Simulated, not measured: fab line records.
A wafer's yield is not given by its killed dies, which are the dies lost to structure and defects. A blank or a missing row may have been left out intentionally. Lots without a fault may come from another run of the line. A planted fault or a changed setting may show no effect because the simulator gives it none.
Matching of chambers | flow nand-harc | 4 sister chambers for NHARC_P_ZERO_WELL_DESCUM_39 on rie-diel-01
The step chemistry O2, time 3 s. 8 wafers are shown with their chamber, then 7 later ones without.

WAFERS PAIRED WITH THEIR CHAMBERS
wafer  | chamber | drypump-motor-current-A (A) | oes-product-au (a.u.)
L076.5 | 0       | 6.0                         | 0.995
L079.3 | 1       | 4.8                         | 1.011
L079.4 | 3       | 5.8                         | 1.020
L084.2 | 0       | 6.1                         | 1.011
L084.4 | 1       | 4.8                         | 1.011
L084.6 | 2       | 6.0                         | 0.997
L085.1 | 3       | 5.8                         | 1.017
L085.2 | 2       | 6.0                         | 1.024

WAFERS WITHOUT THEIR CHAMBER
wafer  | drypump-motor-current-A (A) | oes-product-au (a.u.)
L085.4 | 6.0                         | 1.009
L089.1 | 6.0                         | 1.011
L089.2 | 4.8                         | 1.013
L089.5 | 5.8                         | 1.004
L090.1 | 6.0                         | 1.013
L090.2 | 5.8                         | 0.994
L090.4 | 6.0                         | 1.003

EACH ONE'S CHAMBER
wafer  | from the rows above     | in truth
L085.4 | can't be placed: 2 or 0 | 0
L089.1 | can't be placed: 2 or 0 | 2
L089.2 | 1                       | 1
L089.5 | 3                       | 3
L090.1 | can't be placed: 2 or 0 | 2
L090.2 | 3                       | 3
L090.4 | can't be placed: 2 or 0 | 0
Placed correctly: 3 of 7. Unplaceable from these rows: 4, with the true chamber sitting among the candidates in 4. Number placed wrongly: 0.
How it was worked out, from the rows above alone: a wafer's distance from a chamber is the root of the sum, over the readings, of the square of ((its reading less the chamber's mean) divided by the reading's scatter). The wafer belongs to the nearest chamber; if the next one is less than 2 further off, it can't be placed. For every chamber, the mean is computed from those of its wafers that are shown. The scatter: take each reading less its chamber's mean, square it, sum over the shown wafers, divide by the number of wafers less the number of chambers, and take the root.
